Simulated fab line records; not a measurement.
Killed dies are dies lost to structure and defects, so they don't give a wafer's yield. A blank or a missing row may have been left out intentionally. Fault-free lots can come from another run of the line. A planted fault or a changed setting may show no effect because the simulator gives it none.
Which tool did it? || flow n5_finfet || 11 lots, 33 wafers sampled, at 2 steps of a route of 1938

## WHAT THE GAUGES SHOWED, per wafer
N5_BEOL_M8_THK_MEAS_01.
{"lot": "L141", "measured": "day 9 11:11", "on": "film_metro-01", "M8_ILD_THK (nm)": "154.0 153.7 154.0"}
{"lot": "L143", "measured": "day 10 06:55", "on": "film_metro-01", "M8_ILD_THK (nm)": "153.7 155.4 158.2"}
{"lot": "L142", "measured": "day 10 08:03", "on": "film_metro-01", "M8_ILD_THK (nm)": "155.7 156.5 155.9"}
{"lot": "L144", "measured": "day 10 08:23", "on": "film_metro-02", "M8_ILD_THK (nm)": "153.3 155.3 154.5"}
{"lot": "L145", "measured": "day 10 17:27", "on": "film_metro-01", "M8_ILD_THK (nm)": "156.0 154.8 156.2"}
{"lot": "L154", "measured": "day 13 15:06", "on": "film_metro-02", "M8_ILD_THK (nm)": "152.8 152.3 154.7"}
{"lot": "L155", "measured": "day 13 16:02", "on": "film_metro-01", "M8_ILD_THK (nm)": "154.1 158.3 156.1"}
{"lot": "L158", "measured": "day 13 23:26", "on": "film_metro-01", "M8_ILD_THK (nm)": "153.6 158.0 157.1"}
{"lot": "L161", "measured": "day 15 00:46", "on": "film_metro-01", "M8_ILD_THK (nm)": "154.5 154.2 156.1"}
{"lot": "L162", "measured": "day 15 08:14", "on": "film_metro-02", "M8_ILD_THK (nm)": "155.9 155.4 158.6"}
{"lot": "L163", "measured": "day 15 10:50", "on": "film_metro-02", "M8_ILD_THK (nm)": "151.3 155.0 156.6"}

## EACH LOT AND THE TOOL THAT RAN IT (in order: tool; ch and the chambers of the sampled wafers; start)
{"lot": "L141", "N5_BEOL_M8_CURE_74": "uv_cure-01 ch 0, day 9 10:44"}
{"lot": "L143", "N5_BEOL_M8_CURE_74": "uv_cure-01 ch 1, day 10 06:29"}
{"lot": "L142", "N5_BEOL_M8_CURE_74": "uv_cure-03 ch 1, day 10 07:32"}
{"lot": "L144", "N5_BEOL_M8_CURE_74": "uv_cure-01 ch 1, day 10 07:56"}
{"lot": "L145", "N5_BEOL_M8_CURE_74": "uv_cure-02 ch 0, day 10 16:56"}
{"lot": "L154", "N5_BEOL_M8_CURE_74": "uv_cure-02 ch 0, day 13 14:40"}
{"lot": "L155", "N5_BEOL_M8_CURE_74": "uv_cure-03 ch 0, day 13 15:32"}
{"lot": "L158", "N5_BEOL_M8_CURE_74": "uv_cure-02 ch 1, day 13 23:05"}
{"lot": "L161", "N5_BEOL_M8_CURE_74": "uv_cure-01 ch 0, day 15 00:15"}
{"lot": "L162", "N5_BEOL_M8_CURE_74": "uv_cure-03 ch 2, day 15 07:14"}
{"lot": "L163", "N5_BEOL_M8_CURE_74": "uv_cure-01 ch 1, day 15 10:29"}
- N5_BEOL_M8_CURE_74: cures SiCOH lowk, time 240 s.

## WHAT THE TOOLS THEMSELVES READ (means of the sampled wafers that have a number; where no wafer has one, the mark that the record gives instead)
N5_BEOL_M8_CURE_74.
{"lot": "L141", "tool": "uv_cure-01", "lamp_power_pct (%)": 52.33, "wafer_temp_C_max": 387.1}
{"lot": "L143", "tool": "uv_cure-01", "lamp_power_pct (%)": 52.25, "wafer_temp_C_max": 386.9}
{"lot": "L142", "tool": "uv_cure-03", "lamp_power_pct (%)": 52.38, "wafer_temp_C_max": 387.1}
{"lot": "L144", "tool": "uv_cure-01", "lamp_power_pct (%)": 52.32, "wafer_temp_C_max": 386.5}
{"lot": "L145", "tool": "uv_cure-02", "lamp_power_pct (%)": 52.33, "wafer_temp_C_max": 387.4}
{"lot": "L154", "tool": "uv_cure-02", "lamp_power_pct (%)": 52.33, "wafer_temp_C_max": 387.5}
{"lot": "L155", "tool": "uv_cure-03", "lamp_power_pct (%)": 52.30, "wafer_temp_C_max": 387.0}
{"lot": "L158", "tool": "uv_cure-02", "lamp_power_pct (%)": 52.31, "wafer_temp_C_max": 386.7}
{"lot": "L161", "tool": "uv_cure-01", "lamp_power_pct (%)": 52.30, "wafer_temp_C_max": 387.2}
{"lot": "L162", "tool": "uv_cure-03", "lamp_power_pct (%)": 52.30, "wafer_temp_C_max": 387.3}
{"lot": "L163", "tool": "uv_cure-01", "lamp_power_pct (%)": 52.31, "wafer_temp_C_max": 386.6}

## THE ANSWER, worked out from the rows above alone
Rule: the usual values come from the lots themselves. The widest of any qualifying gaps counts: lots, ordered by their means at a reading, are off when they make up no more than a third of the lots, leave a main group of 4 or more, and stand apart from it by 3 or more times the standard deviation of that group's means. Not used: any main group whose means are identical at the precision the tables above print for the reading. A lot without any number at a reading at which 4 lots or more have one is off too. The other lots that the step has rows for count as sound. The gauges are gone through in route order, then the tools' own readings, and for those a lot's mean is taken as printed above. At the first step where some lot is off, the reading lying furthest off is the one used; lots without a number count as furthest.
No lot is off at any reading shown: from this, nothing can be told.

## WHAT THE SIMULATOR PUT IN
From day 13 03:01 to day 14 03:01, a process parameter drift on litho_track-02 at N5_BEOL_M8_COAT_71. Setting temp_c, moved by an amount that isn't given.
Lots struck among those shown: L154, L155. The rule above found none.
